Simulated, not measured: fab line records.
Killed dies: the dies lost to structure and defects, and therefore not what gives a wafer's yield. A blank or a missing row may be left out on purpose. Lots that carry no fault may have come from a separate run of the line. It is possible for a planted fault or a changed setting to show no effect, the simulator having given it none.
Which tool is to blame? || flow n5_finfet || 11 lots with 30 wafers sampled at 4 steps, on a route of 1938 steps

## WHAT THE GAUGES READ, wafer by wafer
N5_BEOL_M14_CD_MEAS_10 targets a cd of 250 nm.
{"lot": "L596", "measured": "day 10 12:20", "on": "cd_sem-02", "cd_nm (nm)": "253.9 252.2"}
{"lot": "L598", "measured": "day 10 18:58", "on": "cd_sem-02", "cd_nm (nm)": "246.3 249.1"}
{"lot": "L597", "measured": "day 10 19:54", "on": "cd_sem-02", "cd_nm (nm)": "249.8 249.6 247.8"}
{"lot": "L599", "measured": "day 11 12:51", "on": "cd_sem-02", "cd_nm (nm)": "249.1 247.3 247.3"}
{"lot": "L601", "measured": "day 11 20:56", "on": "cd_sem-03", "cd_nm (nm)": "250.7 249.7 247.3"}
{"lot": "L605", "measured": "day 12 14:42", "on": "cd_sem-02", "cd_nm (nm)": "252.6 247.7 250.7"}
{"lot": "L604", "measured": "day 12 16:31", "on": "cd_sem-02", "cd_nm (nm)": "252.1 248.6"}
{"lot": "L606", "measured": "day 12 17:59", "on": "cd_sem-03", "cd_nm (nm)": "247.9 249.4 246.9"}
{"lot": "L607", "measured": "day 13 05:24", "on": "cd_sem-02", "cd_nm (nm)": "247.1 245.7 247.0"}
{"lot": "L618", "measured": "day 16 01:22", "on": "cd_sem-01", "cd_nm (nm)": "250.4 249.5 250.7"}
{"lot": "L619", "measured": "day 16 15:31", "on": "cd_sem-02", "cd_nm (nm)": "248.8 249.4 249.1"}

N5_BEOL_M14_CD_MEAS_28 targets a cd of 284.4 nm.
{"lot": "L596", "measured": "day 10 13:35", "on": "cd_sem-03", "cd_nm (nm)": "283.6 281.6"}
{"lot": "L598", "measured": "day 10 19:56", "on": "cd_sem-03", "cd_nm (nm)": "283.8 285.9"}
{"lot": "L597", "measured": "day 10 20:57", "on": "cd_sem-03", "cd_nm (nm)": "285.6 287.0 285.9"}
{"lot": "L599", "measured": "day 11 14:08", "on": "cd_sem-03", "cd_nm (nm)": "287.6 289.5 287.6"}
{"lot": "L601", "measured": "day 11 21:47", "on": "cd_sem-01", "cd_nm (nm)": "286.5 283.0 284.2"}
{"lot": "L605", "measured": "day 12 15:41", "on": "cd_sem-02", "cd_nm (nm)": "287.6 284.9 287.2"}
{"lot": "L604", "measured": "day 12 17:30", "on": "cd_sem-01", "cd_nm (nm)": "286.3 286.3"}
{"lot": "L606", "measured": "day 12 18:50", "on": "cd_sem-02", "cd_nm (nm)": "285.9 286.1 286.6"}
{"lot": "L607", "measured": "day 13 06:26", "on": "cd_sem-02", "cd_nm (nm)": "288.1 286.8 287.8"}
{"lot": "L618", "measured": "day 16 02:13", "on": "cd_sem-01", "cd_nm (nm)": "292.2 291.2 291.6"}
{"lot": "L619", "measured": "day 16 16:30", "on": "cd_sem-03", "cd_nm (nm)": "290.9 291.3 291.4"}

## WHAT TOOL EACH LOT RAN ON (gives the tool, then ch and the chambers of the sampled wafers, and finally the start)
{"lot": "L596", "N5_BEOL_M14_ILD_DEP_00": "pecvd-02 ch 0, day 10 11:29", "N5_BEOL_M14_PEB_26": "litho_track-01 ch 0, day 10 13:29"}
{"lot": "L598", "N5_BEOL_M14_ILD_DEP_00": "pecvd-01 ch 0,1, day 10 18:28", "N5_BEOL_M14_PEB_26": "litho_track-01 ch 0, day 10 19:49"}
{"lot": "L597", "N5_BEOL_M14_ILD_DEP_00": "pecvd-01 ch 0,1, day 10 19:17", "N5_BEOL_M14_PEB_26": "litho_track-05 ch 0, day 10 20:50"}
{"lot": "L599", "N5_BEOL_M14_ILD_DEP_00": "pecvd-04 ch 1,2, day 11 12:16", "N5_BEOL_M14_PEB_26": "litho_track-05 ch 0, day 11 14:01"}
{"lot": "L601", "N5_BEOL_M14_ILD_DEP_00": "pecvd-01 ch 1,2, day 11 20:26", "N5_BEOL_M14_PEB_26": "litho_track-01 ch 0, day 11 21:40"}
{"lot": "L605", "N5_BEOL_M14_ILD_DEP_00": "pecvd-02 ch 0,1,2, day 12 14:17", "N5_BEOL_M14_PEB_26": "litho_track-01 ch 0, day 12 15:34"}
{"lot": "L604", "N5_BEOL_M14_ILD_DEP_00": "pecvd-02 ch 0,2, day 12 16:01", "N5_BEOL_M14_PEB_26": "litho_track-02 ch 0, day 12 17:23"}
{"lot": "L606", "N5_BEOL_M14_ILD_DEP_00": "pecvd-04 ch 0,1,2, day 12 17:29", "N5_BEOL_M14_PEB_26": "litho_track-05 ch 0, day 12 18:44"}
{"lot": "L607", "N5_BEOL_M14_ILD_DEP_00": "pecvd-04 ch 0,1,2, day 13 04:46", "N5_BEOL_M14_PEB_26": "litho_track-05 ch 0, day 13 06:19"}
{"lot": "L618", "N5_BEOL_M14_ILD_DEP_00": "pecvd-02 ch 1,2, day 16 00:52", "N5_BEOL_M14_PEB_26": "litho_track-05 ch 0, day 16 02:06"}
{"lot": "L619", "N5_BEOL_M14_ILD_DEP_00": "pecvd-01 ch 0,1, day 16 15:01", "N5_BEOL_M14_PEB_26": "litho_track-05 ch 0, day 16 16:23"}
- N5_BEOL_M14_ILD_DEP_00: deposits SiO2 from TEOS/O2, target thk 1119.3 nm, time 237.4 s.
- N5_BEOL_M14_PEB_26: peb time 90 s.

## WHAT THE TOOLS THEMSELVES READ (means of the sampled wafers that have a number; where no wafer has one, the mark that the record gives instead)
N5_BEOL_M14_ILD_DEP_00.
{"lot": "L596", "tool": "pecvd-02", "heater_power_w (W)": 596, "showerhead_plenum_p_Torr (Torr)": 8.29, "susceptor_temp_C (C)": 399.90, "throttle_valve_pct (%)": 18.7}
{"lot": "L598", "tool": "pecvd-01", "heater_power_w (W)": 634, "showerhead_plenum_p_Torr (Torr)": 8.31, "susceptor_temp_C (C)": 399.79, "throttle_valve_pct (%)": 19.8}
{"lot": "L597", "tool": "pecvd-01", "heater_power_w (W)": 611, "showerhead_plenum_p_Torr (Torr)": 8.35, "susceptor_temp_C (C)": 400.04, "throttle_valve_pct (%)": 19.2}
{"lot": "L599", "tool": "pecvd-04", "heater_power_w (W)": 605, "showerhead_plenum_p_Torr (Torr)": 8.37, "susceptor_temp_C (C)": 400.00, "throttle_valve_pct (%)": 20.1}
{"lot": "L601", "tool": "pecvd-01", "heater_power_w (W)": 507, "showerhead_plenum_p_Torr (Torr)": 8.32, "susceptor_temp_C (C)": 400.25, "throttle_valve_pct (%)": 19.4}
{"lot": "L605", "tool": "pecvd-02", "heater_power_w (W)": 600, "showerhead_plenum_p_Torr (Torr)": 8.34, "susceptor_temp_C (C)": 400.15, "throttle_valve_pct (%)": 18.4}
{"lot": "L604", "tool": "pecvd-02", "heater_power_w (W)": 550, "showerhead_plenum_p_Torr (Torr)": 8.32, "susceptor_temp_C (C)": 400.02, "throttle_valve_pct (%)": 18.1}
{"lot": "L606", "tool": "pecvd-04", "heater_power_w (W)": 616, "showerhead_plenum_p_Torr (Torr)": 8.33, "susceptor_temp_C (C)": 399.89, "throttle_valve_pct (%)": 19.2}
{"lot": "L607", "tool": "pecvd-04", "heater_power_w (W)": 522, "showerhead_plenum_p_Torr (Torr)": 8.32, "susceptor_temp_C (C)": 400.05, "throttle_valve_pct (%)": 19.3}
{"lot": "L618", "tool": "pecvd-02", "heater_power_w (W)": 534, "showerhead_plenum_p_Torr (Torr)": 8.35, "susceptor_temp_C (C)": 399.99, "throttle_valve_pct (%)": 18.0}
{"lot": "L619", "tool": "pecvd-01", "heater_power_w (W)": 601, "showerhead_plenum_p_Torr (Torr)": 8.32, "susceptor_temp_C (C)": 400.04, "throttle_valve_pct (%)": 19.6}

N5_BEOL_M14_PEB_26.
{"lot": "L596", "tool": "litho_track-01", "heater_power_total_W (W)": 172.0, "plate_temp_C (C)": 130.06}
{"lot": "L598", "tool": "litho_track-01", "heater_power_total_W (W)": 172.9, "plate_temp_C (C)": 130.06}
{"lot": "L597", "tool": "litho_track-05", "heater_power_total_W (W)": 173.3, "plate_temp_C (C)": 129.94}
{"lot": "L599", "tool": "litho_track-05", "heater_power_total_W (W)": 173.0, "plate_temp_C (C)": 130.17}
{"lot": "L601", "tool": "litho_track-01", "heater_power_total_W (W)": 171.8, "plate_temp_C (C)": 129.94}
{"lot": "L605", "tool": "litho_track-01", "heater_power_total_W (W)": 173.1, "plate_temp_C (C)": 130.26}
{"lot": "L604", "tool": "litho_track-02", "heater_power_total_W (W)": 173.1, "plate_temp_C (C)": 130.17}
{"lot": "L606", "tool": "litho_track-05", "heater_power_total_W (W)": 172.2, "plate_temp_C (C)": 130.18}
{"lot": "L607", "tool": "litho_track-05", "heater_power_total_W (W)": 172.8, "plate_temp_C (C)": 130.02}
{"lot": "L618", "tool": "litho_track-05", "heater_power_total_W (W)": 174.9, "plate_temp_C (C)": 131.05}
{"lot": "L619", "tool": "litho_track-05", "heater_power_total_W (W)": 174.5, "plate_temp_C (C)": 131.21}

## THE ANSWER, worked out from the rows above alone
Rule: what is usual is taken from the lots themselves. The widest of any qualifying gaps counts: lots, ordered by their means at a reading, are off when they make up no more than a third of the lots, leave a main group of 4 or more, and stand apart from it by 3 or more times the standard deviation of that group's means. A main group whose means are all the same, to the digits that the tables above print for the reading, isn't used. A lot without any number at a reading at which 4 lots or more have one is off too. The other lots that the step has rows for count as sound. The gauges are gone through in route order, then the tools' own readings, and for those a lot's mean is taken as printed above. The first step at which some lot is off is used, and at that step the reading that is off furthest; a lot without a number counts as furthest.
Off, at N5_BEOL_M14_PEB_26 on plate_temp_C: L618, L619. Main group: mean 130.09 C, sd 0.11.
If a tool, at that step or one of the process steps before it, ran each lot that is off and ran no sound lot following the first of them, it fits. One fits: N5_BEOL_M14_PEB_26 on litho_track-05. Its last sound lot is L607 (day 13 06:19), its first lot that is off L618 (day 16 02:06): a fault that began between those two fits.
The tool's own readings at N5_BEOL_M14_PEB_26 bear it out: on the lots that are off they differ by more than 5 times the standard deviation of the sound lots' means. plate_temp_C reads 131.13 C there against 130.09 C on the sound lots.

## WHAT THE SIMULATOR PUT IN
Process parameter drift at N5_BEOL_M14_PEB_26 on litho_track-05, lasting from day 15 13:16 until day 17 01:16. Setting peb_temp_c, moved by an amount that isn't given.
Lots struck among those shown: L618, L619. The same result came from the rule above.
